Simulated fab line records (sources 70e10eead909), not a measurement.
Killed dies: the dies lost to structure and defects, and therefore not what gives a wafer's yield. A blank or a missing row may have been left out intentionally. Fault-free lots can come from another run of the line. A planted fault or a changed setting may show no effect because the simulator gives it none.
Problem report in the 8D (eight disciplines) form, filled by code / flow nand-harc / the parts of the form that need people (team, actions taken, sign-off) are left out

== 1. THE ISSUE ==
NHARC_END_SORT_01, killed-at-array: mean 674 over 1 wafer from 1 lot; wafers with no fault: 27, standard deviation 11. That puts it +59 standard deviations away from the usual mean.
Seen first at day 23 09:42 on prober-02, wafer L203.4. The record holds 36 wafers of 12 lots with a number at this step. The rule behind "out" and "out of limits": a value lying over 4 standard deviations away from the usual mean. The other wafers with a number count as sound.

== 2. WHAT THIS IS AND IS NOT ==
question=which readings at this step | is=killed-at-array, killed-dies | is not=killed-at-other, killed-at-periphery, killed-open, killed-short
question=which lots | is=L203 | is not=L188, L189, L190, L191, L192, L193, L195, L196, L198, L208, L210
question=which wafers of those lots | is=L203.4 | is not=L203.1, L203.5
question=read on which gauges | is=prober-02 | is not=prober-01
question=when | is=from day 23 09:42 | is not=up to then (28 sound wafers); but 7 sound wafers of L203, L208, L210 came after

== 3. THE SUSPECTS, EACH WITH WHAT RULES IT OUT ==
Counting: a tool at a process step up to the reading stays a suspect if it ran every lot that is out. Sound lots after the first of them don't rule it out here, since some wafers of a struck lot are sound.
- ruled out: the gauge at NHARC_END_SORT_01. All the wafers that are out were read on prober-02, but those of them that NHARC_A_STAIRCASE_TRIM_233 has rows for are out there too, on other tools.
- rie-diel-08 at NHARC_A_STAIRCASE_ETCH_201 (etches the open film in C4F8/O2, target depth 100 nm, time 40.5 s): kept. The lot that is out, L203, ran on it at day 15 10:13; the last sound lot it ran before that was L196, at day 13 04:08. NHARC_A_STAIRCASE_ETCH_201: start missing for some lots; hours and lot order therefore follow NHARC_A_STAIRCASE_TRIM_233.
- rie-diel-13 at NHARC_A_STAIRCASE_ETCH_221 (etches the open film in C4F8/O2, target depth 100 nm, time 40.5 s): kept. The lot that is out, L203, ran on it at day 15 10:13; the last sound lot it ran before that was L198, at day 13 14:18. NHARC_A_STAIRCASE_ETCH_221: start missing for some lots; hours and lot order therefore follow NHARC_A_STAIRCASE_TRIM_233.
- rie-diel-13 at NHARC_A_STAIRCASE_ETCH_223 (etches the open film in C4F8/O2, target depth 100 nm, time 40.5 s): kept. The lot that is out, L203, ran on it at day 15 10:13; the last sound lot it ran before that was L198, at day 13 14:18. NHARC_A_STAIRCASE_ETCH_223: start missing for some lots; hours and lot order therefore follow NHARC_A_STAIRCASE_TRIM_233.
- rie-diel-13 at NHARC_A_STAIRCASE_TRIM_233 (chemistry O2, time 211.2 s): kept. The lot that is out, L203, ran on it at day 15 10:13; the last sound lot it ran before that was L195, at day 13 05:07. Its own readings are out on those wafers: oes-product-au.
- Within rie-diel-08 at NHARC_A_STAIRCASE_ETCH_201: the wafers that are out ran in chamber 1; their sound lot-mates ran in chamber 2.
- Within rie-diel-13 at NHARC_A_STAIRCASE_ETCH_221: the wafers that are out ran in chamber 0; their sound lot-mates ran in chamber 2.
- In rie-diel-13 at NHARC_A_STAIRCASE_TRIM_233, the wafers that are out were processed in chamber 0 and their sound lot-mates in chambers 1, 2.
Left after counting: rie-diel-08 at NHARC_A_STAIRCASE_ETCH_201, rie-diel-13 at NHARC_A_STAIRCASE_ETCH_221, rie-diel-13 at NHARC_A_STAIRCASE_ETCH_223, rie-diel-13 at NHARC_A_STAIRCASE_TRIM_233.

== 4. THE CAUSE (what the simulator had put in) ==
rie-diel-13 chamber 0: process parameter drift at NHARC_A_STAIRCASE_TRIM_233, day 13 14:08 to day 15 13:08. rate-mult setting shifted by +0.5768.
Counting left 4 suspects, and this tool is among them.

== 5. THE CHAIN OF EFFECTS, in route order ==
Each row: a reading where the mean over the struck wafers with a number is more than 3 standard deviations away from the usual. Only readings whose record carries a usual standard deviation are examined. hours: median over the lots of the time between each lot's start at the first step of this table that gives one and its start at this step. sigmas: the change, counted in usual standard deviations.
hours=0; step=NHARC_A_STAIRCASE_TRIM_233; reading=oes-product-au; usual=0.998 a.u.; on struck wafers=1.374; change=+0.376; sigmas=+25
hours=191; step=NHARC_END_SORT_01; reading=killed-at-array; usual=27; on struck wafers=674; change=+647; sigmas=+59
hours=191; step=NHARC_END_SORT_01; reading=killed-dies; usual=32; on struck wafers=677; change=+645; sigmas=+59
It contains these process steps:
- NHARC_A_STAIRCASE_TRIM_233: chemistry O2, time 211.2 s.

== 6. WHAT WOULD HAVE CAUGHT IT SOONER ==
The first out-of-limits reading at a measuring or inspecting step in this record came at day 23 09:42, 236 hours after the fault's start at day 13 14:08.
The tool's own readings at NHARC_A_STAIRCASE_TRIM_233 were out on every struck wafer that the step has a row for (oes-product-au): an alarm limit on them would have fired on the first of those.
The start of NHARC_A_STAIRCASE_TRIM_233 on rie-diel-13 came by day 23 09:42 for every one of the lots that are out (1). None of them would have been spared by holding the tool at that moment.
